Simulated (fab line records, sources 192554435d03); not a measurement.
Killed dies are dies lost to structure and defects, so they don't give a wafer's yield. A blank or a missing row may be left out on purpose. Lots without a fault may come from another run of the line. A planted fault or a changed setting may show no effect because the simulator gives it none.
Chamber matching | flow n5_finfet | N5_BEOL_M10_VIA_ETCH_34 on rie_diel-05: 4 sister chambers
The step etches SiCOH lowk in C4F6/O2, target depth 184.5 nm, time 69.2 s. 4 wafers are shown with their chamber, then 8 later ones without.

WAFERS WITH THEIR CHAMBER
wafer  | chamber | rf_vpp_V (V)
L089.1 | 3       | 666
L089.2 | 0       | 667
L089.3 | 1       | 692
L094.2 | 2       | 683

WAFERS WITHOUT THEIR CHAMBER
wafer  | rf_vpp_V (V)
L094.5 | 690
L094.6 | 668
L096.4 | 691
L096.5 | 665
L096.6 | 684
L097.1 | 666
L097.2 | 681
L097.6 | 666

WHICH CHAMBER EACH WENT THROUGH
wafer  | from the rows above     | in truth
L094.5 | 1                       | 1
L094.6 | can't be placed: 0 or 3 | 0
L096.4 | 1                       | 1
L096.5 | can't be placed: 3 or 0 | 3
L096.6 | 2                       | 2
L097.1 | can't be placed: 3 or 0 | 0
L097.2 | 2                       | 2
L097.6 | can't be placed: 3 or 0 | 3
Placed correctly: 4 of 8. Can't be placed from these rows: 4 (the true chamber is among the candidates in 4). Placed wrongly: 0.
How it was worked out, from the rows above alone: a wafer's distance from a chamber is the root of the sum, over the readings, of the square of ((its reading less the chamber's mean) divided by the reading's scatter). The wafer belongs to the nearest chamber; if the next one is less than 2 further off, it can't be placed. A chamber's mean is the mean of its shown wafers. The scatter: with one shown wafer a chamber, the root of the mean of the squares of how far each hidden wafer lies from its nearest shown one.
